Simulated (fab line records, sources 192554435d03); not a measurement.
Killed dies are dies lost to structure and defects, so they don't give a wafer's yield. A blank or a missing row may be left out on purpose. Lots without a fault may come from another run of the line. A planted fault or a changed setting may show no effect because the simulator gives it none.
Chamber matching | flow n5_finfet | N5_PASSIVATION_PECVD_55 on pecvd-04: 3 sister chambers
The step deposits SiO2 from SiH4/N2O, target thk 400 nm, time 22.5 s. 6 wafers are shown with their chamber, then 7 later ones without.

WAFERS WITH THEIR CHAMBER
wafer  | chamber | throttle_valve_pct (%) | showerhead_plenum_p_Torr (Torr)
L075.6 | 1       | 50.3                   | 8.18
L076.6 | 1       | 50.3                   | 8.18
L081.5 | 2       | 46.8                   | 8.12
L081.6 | 0       | 49.0                   | 8.13
L088.1 | 2       | 47.2                   | 8.14
L088.3 | 0       | 49.2                   | 8.12

WAFERS WITHOUT THEIR CHAMBER
wafer  | throttle_valve_pct (%) | showerhead_plenum_p_Torr (Torr)
L088.4 | 47.1                   | 8.12
L092.2 | 47.2                   | 8.13
L092.3 | 50.3                   | 8.17
L092.4 | 49.4                   | 8.12
L095.1 | 50.2                   | 8.19
L095.3 | 49.3                   | 8.13
L095.4 | 49.3                   | 8.13

WHICH CHAMBER EACH WENT THROUGH
wafer  | from the rows above | in truth
L088.4 | 2                   | 2
L092.2 | 2                   | 2
L092.3 | 1                   | 1
L092.4 | 0                   | 0
L095.1 | 1                   | 1
L095.3 | 0                   | 0
L095.4 | 0                   | 0
Placed correctly: 7 of 7. Can't be placed from these rows: 0. Placed wrongly: 0.
How it was worked out, from the rows above alone: a wafer's distance from a chamber is the root of the sum, over the readings, of the square of ((its reading less the chamber's mean) divided by the reading's scatter). The wafer belongs to the nearest chamber; if the next one is less than 2 further off, it can't be placed. A chamber's mean is the mean of its shown wafers. The scatter: the root of (the sum of the squares of (reading less its chamber's mean) over the shown wafers, divided by (wafers less chambers)).
